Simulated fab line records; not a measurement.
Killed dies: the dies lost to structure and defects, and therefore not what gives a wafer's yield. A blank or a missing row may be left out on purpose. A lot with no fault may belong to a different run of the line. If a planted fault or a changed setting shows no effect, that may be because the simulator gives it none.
Which of the tools did it? | flow n5_finfet | 15 lots with 43 wafers sampled at 5 steps, on a route of 1938 steps

== WHAT EACH GAUGE READ, for each wafer ==
N5_BEOL_M4_RC_MEAS_101.
lot  | measured     | on        | DIBL_N (mV/V)  | DIBL_P (mV/V)  | IOFF_N (nA/um)    | IOFF_P (nA/um)    | ION_N (uA/um) | ION_P (uA/um) | SS_N (mV/dec)  | SS_P (mV/dec)  | VT_N (mV)         | VT_P (mV)
L287 | day 8 02:14  | prober-02 | 34.6 38.2 37.1 | 35.1 38.6 37.4 | 0.131 0.191 0.174 | 0.195 0.252 0.229 | 667 680 672   | 460 464 459   | 71.7 72.2 71.7 | 73.3 74.6 74.0 | 250.4 245.9 247.3 | -252.1 -250.6 -249.8
L288 | day 8 04:57  | prober-02 | 34.9 34.1 35.3 | 33.6 33.5 35.0 | 0.130 0.120 0.145 | 0.184 0.181 0.213 | 652 660 664   | 452 455 463   | 71.9 71.0 71.7 | 72.2 72.6 72.7 | 256.1 254.3 251.9 | -249.7 -250.7 -250.3
L289 | day 8 14:56  | prober-02 | 35.3 35.4 36.0 | 34.0 34.6 36.0 | 0.146 0.144 0.163 | 0.207 0.206 0.232 | 672 670 688   | 469 462 475   | 71.8 71.1 72.0 | 72.6 73.0 73.2 | 252.7 250.4 248.6 | -248.6 -247.5 -247.8
L290 | day 9 02:19  | prober-02 | 36.2 37.7 35.9 | 35.5 36.6 35.5 | 0.143 0.163 0.145 | 0.188 0.202 0.190 | 669 666 674   | 458 456 462   | 71.7 72.1 71.3 | 72.4 73.5 72.6 | 251.5 251.0 250.1 | -255.1 -252.9 -252.0
L292 | day 8 23:53  | prober-01 | 32.8 35.5 35.6 | 34.9 37.1 37.1 | 0.126 0.165 0.161 | 0.168 0.200 0.208 | 663 671 668   | 453 456 459   | 71.3 71.5 72.1 | 73.3 73.6 73.6 | 254.2 250.1 251.3 | -257.0 -254.1 -250.2
L291 | day 9 06:42  | prober-01 | 36.1 36.0 35.6 | 36.3 36.4 36.0 | 0.168 0.163 0.172 | 0.217 0.207 0.213 | 675 676 673   | 460 458 457   | 72.0 71.1 71.3 | 73.0 73.4 73.2 | 247.6 250.3 248.9 | -250.3 -251.0 -250.2
L294 | day 10 00:45 | prober-02 | 33.8 35.1 34.4 | 33.6 34.5 34.1 | 0.126 0.141 0.131 | 0.147 0.155 0.148 | 669 669 665   | 453 443 448   | 70.9 71.8 70.8 | 72.7 72.7 72.1 | 251.1 251.5 252.5 | -256.9 -256.8 -256.1
L296 | day 10 18:28 | prober-02 | 33.1 35.3 33.2 | 31.8 34.6 32.0 | 0.114 0.157 0.117 | 0.162 0.205 0.164 | 657 674 674   | 454 459 458   | 71.0 71.5 69.9 | 72.5 73.1 71.5 | 251.4 247.7 253.3 | -253.1 -252.2 -252.7
L297 | day 11 03:59 | prober-01 | 34.5 37.0 35.2 | 35.1 37.8 35.1 | 0.126 0.169 0.134 | 0.184 0.221 0.179 | 654 685 661   | 457 474 460   | 71.1 71.7 70.8 | 72.0 73.6 72.5 | 255.7 249.0 250.9 | -250.0 -250.5 -252.3
L302 | day 12 10:20 | prober-02 | 36.0 36.6      | 36.6 37.4      | 0.150 0.164       | 0.225 0.237       | 664 683       | 461 474       | 71.5 72.0      | 73.4 73.5      | 249.7 247.9       | -246.4 -245.8
L305 | day 12 15:20 | prober-02 | 34.5 34.9 34.1 | 34.7 35.5 34.6 | 0.131 0.134 0.125 | 0.146 0.149 0.140 | 660 680 658   | 448 456 445   | 71.4 71.4 71.2 | 72.9 73.7 72.8 | 254.0 254.3 251.2 | -258.7 -256.1 -257.9
L306 | day 12 22:56 | prober-01 | 36.6 36.3      | 37.5 37.9      | 0.168 0.170       | 0.213 0.217       | 682 676       | 461 460       | 72.3 72.0      | 73.8 74.1      | 248.7 248.1       | -250.7 -251.7
L307 | day 12 22:28 | prober-02 | 39.1 38.5 37.6 | 39.8 39.4 38.0 | 0.211 0.195 0.187 | 0.260 0.250 0.231 | 682 685 686   | 462 464 469   | 72.3 72.4 71.8 | 74.4 73.7 73.0 | 243.3 248.6 243.6 | -250.6 -249.5 -249.3
L308 | day 13 16:23 | prober-01 | 35.4 36.3 37.0 | 36.7 38.7 39.4 | 0.188 0.205 0.231 | 0.220 0.250 0.267 | 688 680 676   | 469 465 462   | 71.3 71.7 72.3 | 73.3 73.7 74.4 | 243.8 244.3 243.5 | -248.9 -249.2 -249.4
L309 | day 13 18:04 | prober-01 | 35.9 37.2 34.9 | 35.7 35.9 34.2 | 0.155 0.157 0.132 | 0.183 0.196 0.171 | 679 670 666   | 461 454 451   | 71.4 71.7 70.5 | 72.8 73.5 73.4 | 248.4 250.7 252.3 | -253.1 -252.3 -254.2

== WHAT TOOL EACH LOT RAN ON (gives the tool, then ch and the chambers of the sampled wafers, and finally the start) ==
lot  | N5_BEOL_M0_CUTY_ETCH_63            | N5_BEOL_M0_DEGAS_112         | N5_BEOL_M0_PRE_CLEAN_113     | N5_BEOL_M0_CVD_115
L287 | rie_diel-06 ch 1,3, day 5 20:08    | pvd_sputter-01, day 5 23:34  | pvd_sputter-01, day 5 23:36  | cvd_co-01 ch 0,2, day 6 00:08
L288 | rie_diel-02 ch 0,1, day 6 01:43    | pvd_sputter-01, day 6 03:22  | pvd_sputter-01, day 6 03:24  | cvd_co-02 ch 2, day 6 04:27
L289 | rie_diel-05 ch 1,3, day 6 10:37    | pvd_sputter-01, day 6 12:02  | pvd_sputter-01, day 6 12:05  | cvd_co-01 ch 0,2, day 6 12:43
L290 | rie_diel-06 ch 1,2, day 6 14:41    | pvd_sputter-01, day 6 16:39  | pvd_sputter-01, day 6 16:41  | cvd_co-01 ch 0,2, day 6 17:24
L292 | rie_diel-05 ch 0,1,2, day 7 03:18  | pvd_sputter-01, day 7 04:27  | pvd_sputter-01, day 7 04:29  | cvd_co-01 ch 0,2, day 7 06:12
L291 | rie_diel-06 ch 0,1,3, day 7 03:59  | pvd_sputter-02, day 7 08:32  | pvd_sputter-02, day 7 08:35  | cvd_co-01 ch 0,2, day 7 08:59
L294 | rie_diel-05 ch 1,3, day 7 10:31    | pvd_sputter-02, day 7 14:25  | pvd_sputter-02, day 7 14:28  | cvd_co-02 ch 0,1,2, day 7 14:52
L296 | rie_diel-02 ch 0,1,3, day 8 08:26  | pvd_sputter-02, day 8 13:55  | pvd_sputter-02, day 8 13:58  | cvd_co-02 ch 0,1,2, day 8 14:33
L297 | rie_diel-05 ch 1,2,3, day 8 12:01  | pvd_sputter-01, day 8 16:16  | pvd_sputter-01, day 8 16:19  | cvd_co-01 ch 0,2, day 8 16:46
L302 | rie_diel-02 ch 0,1, day 9 14:35    | pvd_sputter-03, day 9 19:24  | pvd_sputter-03, day 9 19:26  | cvd_co-02 ch 0,2, day 9 20:26
L305 | rie_diel-02 ch 1,2, day 10 05:53   | pvd_sputter-01, day 10 07:46 | pvd_sputter-01, day 10 07:48 | cvd_co-02 ch 0,1,2, day 10 08:21
L306 | rie_diel-06 ch 1,2, day 10 17:51   | pvd_sputter-01, day 10 22:44 | pvd_sputter-01, day 10 22:46 | cvd_co-02 ch 0,2, day 10 23:08
L307 | rie_diel-02 ch 0,2, day 10 19:10   | pvd_sputter-01, day 10 22:59 | pvd_sputter-01, day 10 23:02 | cvd_co-01 ch 0,2, day 10 23:50
L308 | rie_diel-02 ch 0,1,3, day 11 07:29 | pvd_sputter-01, day 11 12:57 | pvd_sputter-01, day 11 12:59 | cvd_co-01 ch 0,1, day 11 13:25
L309 | rie_diel-06 ch 2,3, day 11 08:24   | pvd_sputter-02, day 11 18:44 | pvd_sputter-02, day 11 18:47 | cvd_co-01 ch 1,2, day 11 19:11
- N5_BEOL_M0_CUTY_ETCH_63: etches SOC in N2/H2, target depth 82.7 nm, overetch 16.5 nm, time 124 s.
- N5_BEOL_M0_DEGAS_112: time 60 s.
- N5_BEOL_M0_PRE_CLEAN_113: time 30 s.
- N5_BEOL_M0_CVD_115: deposits Co from CCTBA/H2, time 120 s.

== WHAT THE TOOLS THEMSELVES READ (means of the sampled wafers that have a number; where no wafer has one, the mark that the record gives instead) ==
N5_BEOL_M0_CUTY_ETCH_63.
lot  | tool        | bias_w (W) | drypump_motor_current_A (A) | oes_product_au (a.u.) | rf_vpp_V (V) | showerhead_plenum_p_Torr (Torr) | throttle_valve_pct (%)
L287 | rie_diel-06 | 149.7      | 5.8                         | 0.63                  | 523.2        | 2.51                            | 18.21
L288 | rie_diel-02 | 149.9      | 6.5                         | 0.66                  | 526.6        | 2.64                            | 17.55
L289 | rie_diel-05 | 149.9      | 5.1                         | 0.66                  | 524.3        | 2.61                            | 18.01
L290 | rie_diel-06 | 150.0      | 5.6                         | 0.57                  | 520.2        | 2.42                            | 18.38
L292 | rie_diel-05 | 149.7      | 5.6                         | 0.74                  | 525.4        | 2.60                            | 17.69
L291 | rie_diel-06 | 149.6      | 5.8                         | 0.62                  | 523.7        | 2.55                            | 18.15
L294 | rie_diel-05 | 149.9      | 5.1                         | 0.65                  | 525.2        | 2.61                            | 18.03
L296 | rie_diel-02 | 149.8      | 6.2                         | 0.62                  | 524.6        | 2.57                            | 17.69
L297 | rie_diel-05 | 149.7      | 5.2                         | 0.66                  | 525.7        | 2.65                            | 17.87
L302 | rie_diel-02 | 150.2      | 6.5                         | 0.64                  | 525.8        | 2.60                            | 17.61
L305 | rie_diel-02 | 150.0      | 6.4                         | 0.64                  | 527.1        | 2.66                            | 17.68
L306 | rie_diel-06 | 149.3      | 5.5                         | 0.67                  | 524.2        | 2.56                            | 18.17
L307 | rie_diel-02 | 150.0      | 6.2                         | 0.60                  | 523.7        | 2.55                            | 17.69
L308 | rie_diel-02 | 150.2      | 6.2                         | 0.68                  | 524.5        | 2.56                            | 17.58
L309 | rie_diel-06 | 149.7      | 5.5                         | 0.65                  | 525.4        | 2.60                            | 17.89

N5_BEOL_M0_DEGAS_112.
lot  | tool           | heater_power_w (W)
L287 | pvd_sputter-01 | 307
L288 | pvd_sputter-01 | 306
L289 | pvd_sputter-01 | 314
L290 | pvd_sputter-01 | 307
L292 | pvd_sputter-01 | 319
L291 | pvd_sputter-02 | 342
L294 | pvd_sputter-02 | 328
L296 | pvd_sputter-02 | 306
L297 | pvd_sputter-01 | 330
L302 | pvd_sputter-03 | 300
L305 | pvd_sputter-01 | 312
L306 | pvd_sputter-01 | 335
L307 | pvd_sputter-01 | 326
L308 | pvd_sputter-01 | 303
L309 | pvd_sputter-02 | 351

N5_BEOL_M0_PRE_CLEAN_113.
lot  | tool           | heater_power_w (W)
L287 | pvd_sputter-01 | 311
L288 | pvd_sputter-01 | 311
L289 | pvd_sputter-01 | 317
L290 | pvd_sputter-01 | 309
L292 | pvd_sputter-01 | 314
L291 | pvd_sputter-02 | 348
L294 | pvd_sputter-02 | 337
L296 | pvd_sputter-02 | 313
L297 | pvd_sputter-01 | 332
L302 | pvd_sputter-03 | 296
L305 | pvd_sputter-01 | 308
L306 | pvd_sputter-01 | 332
L307 | pvd_sputter-01 | 334
L308 | pvd_sputter-01 | 301
L309 | pvd_sputter-02 | 356

N5_BEOL_M0_CVD_115.
lot  | tool      | run_length_s (s)
L287 | cvd_co-01 | 142.7
L288 | cvd_co-02 | 142.6
L289 | cvd_co-01 | 142.7
L290 | cvd_co-01 | 142.7
L292 | cvd_co-01 | 142.5
L291 | cvd_co-01 | 142.9
L294 | cvd_co-02 | 142.8
L296 | cvd_co-02 | 142.7
L297 | cvd_co-01 | 142.8
L302 | cvd_co-02 | 109.7
L305 | cvd_co-02 | 131.4
L306 | cvd_co-02 | 126.5
L307 | cvd_co-01 | 142.6
L308 | cvd_co-01 | 142.4
L309 | cvd_co-01 | 142.8

== THE ANSWER, worked out from the rows above alone ==
Rule: the lots themselves supply what counts as usual. Put in order of their means at a reading, lots are off if they are a third of the lots or fewer, leave a main group of 4 or more, and stand apart from it by a gap of 3 or more times the standard deviation of the main group's means; of several such gaps the widest counts. If all means in a main group match to the digits the tables above print for the reading, that group is not used. Also off: a lot with no number at a reading for which 4 or more lots have one. All remaining lots with rows at the step are treated as sound. First the gauges in route order, then the tools' own readings, where a lot's mean is used as printed above. At the first step where some lot is off, the reading lying furthest off is the one used; lots without a number count as furthest.
Off: L302, L305, L306, at N5_BEOL_M0_CVD_115 (run_length_s). The main group has a mean of 142.7 s with a standard deviation of 0.13.
If a tool, at that step or one of the process steps before it, ran each lot that is off and ran no sound lot following the first of them, it fits. One fits: N5_BEOL_M0_CVD_115 on cvd_co-02. Its last sound lot is L296 (day 8 14:33), its first lot that is off L302 (day 9 20:26): a fault that began between those two fits.
On the lots that are off, the tool's own readings at N5_BEOL_M0_CVD_115 differ by more than 5 times the standard deviation of the sound lots' means, which bears it out; run_length_s reads 122.5 s there versus 142.7 s on the sound lots.

== WHAT WAS PUT IN BY THE SIMULATOR ==
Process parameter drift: cvd_co-02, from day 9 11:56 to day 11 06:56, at N5_BEOL_M0_CVD_115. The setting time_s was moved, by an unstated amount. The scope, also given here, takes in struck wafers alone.
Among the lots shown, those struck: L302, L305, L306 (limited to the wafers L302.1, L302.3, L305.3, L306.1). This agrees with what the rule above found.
